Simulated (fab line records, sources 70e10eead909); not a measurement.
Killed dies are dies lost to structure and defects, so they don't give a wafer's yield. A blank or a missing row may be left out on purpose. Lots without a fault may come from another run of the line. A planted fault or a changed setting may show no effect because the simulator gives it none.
One fault seen from 2 desks | flow nand_harc | each desk has only its own numbers; what lay behind them comes last

THE DEFECT DESK
What the inspections along the route counted, lot by lot: means of the sampled wafers that have a number. A lot is out of limits, marked OUT, if its mean lies more than 4 standard deviations from the usual mean; the brackets give that distance.
Columns: A = raw_defect_count at NHARC_A_WL_FILL_INSPECT_15, usual 476
lot  | first seen here | A
L557 | day 21 05:16    | 424
L558 | day 21 14:58    | 340
L560 | day 22 16:28    | 474
L561 | day 22 23:53    | 630
L563 | day 23 00:02    | 421
L564 | day 23 23:20    | 545
L565 | day 23 23:27    | 380
L566 | day 24 18:35    | 369
L568 | day 25 09:27    | 402
L567 | day 25 09:35    | 452
L569 | day 26 03:08    | 680
L572 | day 26 23:46    | 485
L575 | day 28 19:46    | 454
L578 | day 30 03:01    | 431
This desk's finding: nothing out of limits on any of the 14 lots.

THE TOOL OWNER'S DESK: rie_metal-01
The tool's own readings at NHARC_A_WL_FILL_ETCHBACK_17 (etches the open film in Cl2/BCl3, target depth 4 nm, time 26.7 s): means of the sampled wafers that have a number, for each lot that ran on this tool. A lot is out of limits, marked OUT, if its mean lies more than 4 standard deviations from the usual mean; the brackets give that distance.
Columns: A = drypump_motor_current_A at NHARC_A_WL_FILL_ETCHBACK_17, usual 5.4 A; B = oes_product_au at NHARC_A_WL_FILL_ETCHBACK_17, usual 1.001 a.u.
lot  | first seen here | A   | B
L560 | day 22 10:05    | 5.3 | 1.003
L563 | day 22 17:38    | 5.3 | 1.008
L565 | day 23 17:05    | 5.5 | 1.003
L566 | day 24 12:14    | 5.5 | 1.002
L575 | day 28 13:26    | 5.7 | 0.918 (-12) OUT
L578 | day 29 20:41    | 5.1 | 0.915 (-12) OUT
This desk's finding: out of limits on L575, L578; first on L575, day 28 13:26 (oes_product_au at NHARC_A_WL_FILL_ETCHBACK_17). In limits: L560, L563, L565, L566.

PUT TOGETHER
The tool owner's desk could have raised an alarm at day 28 13:26, on L575, L578.
The defect desk saw nothing out of limits.
The defect desk has L575, L578 on record, within its limits.
Of the lots named, all ran NHARC_A_WL_FILL_ETCHBACK_17 on rie_metal-01.

WHAT THE SIMULATOR HAD PUT IN
Process parameter drift: rie_metal-01, from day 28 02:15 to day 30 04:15, at NHARC_A_WL_FILL_ETCHBACK_17. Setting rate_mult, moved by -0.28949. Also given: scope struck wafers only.
Lots struck among those shown: L575, L578.
Hours from the fault's start to each desk's first reading out of limits: the tool owner's desk, 11.
